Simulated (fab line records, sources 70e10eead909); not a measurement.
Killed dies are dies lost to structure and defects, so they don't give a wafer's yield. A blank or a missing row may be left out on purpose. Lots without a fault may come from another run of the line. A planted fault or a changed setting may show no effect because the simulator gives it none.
Problem report in the 8D (eight disciplines) form, filled by code | flow nand_harc | the parts of the form that need people (team, actions taken, sign-off) are left out

1. THE PROBLEM
killed_at_array at NHARC_END_SORT_01 reads a mean of 675 on 2 wafers of 2 lots; wafers without a fault read 26 with a standard deviation of 11. That is +59 standard deviations from the usual mean.
First seen on wafer L159.2, day 23 21:14, on prober-01. The record holds 2 wafers of 2 lots with a number at this step. Rule for "out", or "out of limits": more than 4 standard deviations from the usual mean. The other wafers with a number count as sound.

2. WHAT IT IS AND WHAT IT IS NOT
question                    | is                           | is not
which readings at this step | killed_at_array, killed_dies | killed_at_other, killed_at_periphery, killed_open, killed_short
which lots                  | L159, L161                   | -
which wafers of those lots  | all that have a number       | -
read on which gauges        | prober-01                    | -
when                        | from day 23 21:14            | up to then (0 sound wafers)

3. SUSPECTS, AND WHAT RULES EACH OUT
Counting: a tool at a process step up to the reading stays a suspect if it ran every lot that is out and no sound lot after the first of them.
- the gauge at NHARC_END_SORT_01: ruled out. All the wafers that are out were read on prober-01, but those of them that NHARC_A_CONTACT_ETCH_78 has rows for are out there too, on other tools.
- rie_diel-11 at NHARC_A_CONTACT_DESCUM_74 (chemistry O2, time 3 s): kept. It ran every lot that is out, first L159 (day 21 00:02), and no sound lot after that.
- rie_diel-11 at NHARC_A_CONTACT_ETCH_75 (etches the open film in CF4, target depth 39 nm, time 65 s): kept. It ran every lot that is out, first L159 (day 21 00:08), and no sound lot after that.
- rie_diel-11 at NHARC_A_CONTACT_ETCH_76 (etches the open film in N2/H2, target depth 260 nm, time 475.3 s): kept. It ran every lot that is out, first L159 (day 21 00:38), and no sound lot after that. NHARC_A_CONTACT_ETCH_76 gives no start for some lots, so the hours and the order of its lots are those of NHARC_A_CONTACT_ETCH_78.
- rie_diel-11 at NHARC_A_CONTACT_ETCH_77 (etches the open film in CF4/CHF3, target depth 72.6 nm, time 36.3 s): kept. It ran every lot that is out, first L159 (day 21 00:38), and no sound lot after that. NHARC_A_CONTACT_ETCH_77 gives no start for some lots, so the hours and the order of its lots are those of NHARC_A_CONTACT_ETCH_78.
- rie_diel-11 at NHARC_A_CONTACT_ETCH_78 (etches the open film in O2/COS, target depth 2800 nm, time 728 s): kept. It ran every lot that is out, first L159 (day 21 00:38), and no sound lot after that. Its own readings are out on those wafers: run_length_s.
Left after counting: rie_diel-11 at NHARC_A_CONTACT_DESCUM_74, rie_diel-11 at NHARC_A_CONTACT_ETCH_75, rie_diel-11 at NHARC_A_CONTACT_ETCH_76, rie_diel-11 at NHARC_A_CONTACT_ETCH_77, rie_diel-11 at NHARC_A_CONTACT_ETCH_78.

4. THE CAUSE (what the simulator had put in)
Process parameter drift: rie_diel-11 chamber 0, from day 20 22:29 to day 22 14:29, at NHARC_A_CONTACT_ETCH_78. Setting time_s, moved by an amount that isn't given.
Counting left 5 suspects, and this tool is among them.

5. THE CHAIN OF EFFECTS, in route order
Each row: a reading whose mean over the struck wafers that have a number lies more than 3 standard deviations from the usual. Only readings for which the record gives a usual standard deviation are gone through. hours: the time from each lot's start at the first step in this table that gives one to its start at this step, as a median over the lots. sigmas: the change in usual standard deviations.
hours | step                    | reading         | usual   | on struck wafers | change | sigmas
0     | NHARC_A_CONTACT_ETCH_78 | run_length_s    | 749.2 s | 539.5            | -209.7 | -99 or more
65    | NHARC_END_SORT_01       | killed_at_array | 26      | 675              | +649   | +59
65    | NHARC_END_SORT_01       | killed_dies     | 30      | 677              | +647   | +59
The process steps in it:
- NHARC_A_CONTACT_ETCH_78: etches the open film in O2/COS, target depth 2800 nm, time 728 s.

6. WHAT WOULD HAVE CAUGHT IT SOONER
In this record the first reading out of limits at a measuring or inspecting step was taken at day 23 21:14, 71 hours after the fault began at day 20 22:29.
The tool's own readings at NHARC_A_CONTACT_ETCH_78 were out on every struck wafer that the step has a row for (run_length_s): an alarm limit on them would have fired on the first of those.
All the lots that are out (2) had begun NHARC_A_CONTACT_ETCH_78 on rie_diel-11 by day 23 21:14. A hold on the tool at that time would have spared none of them.
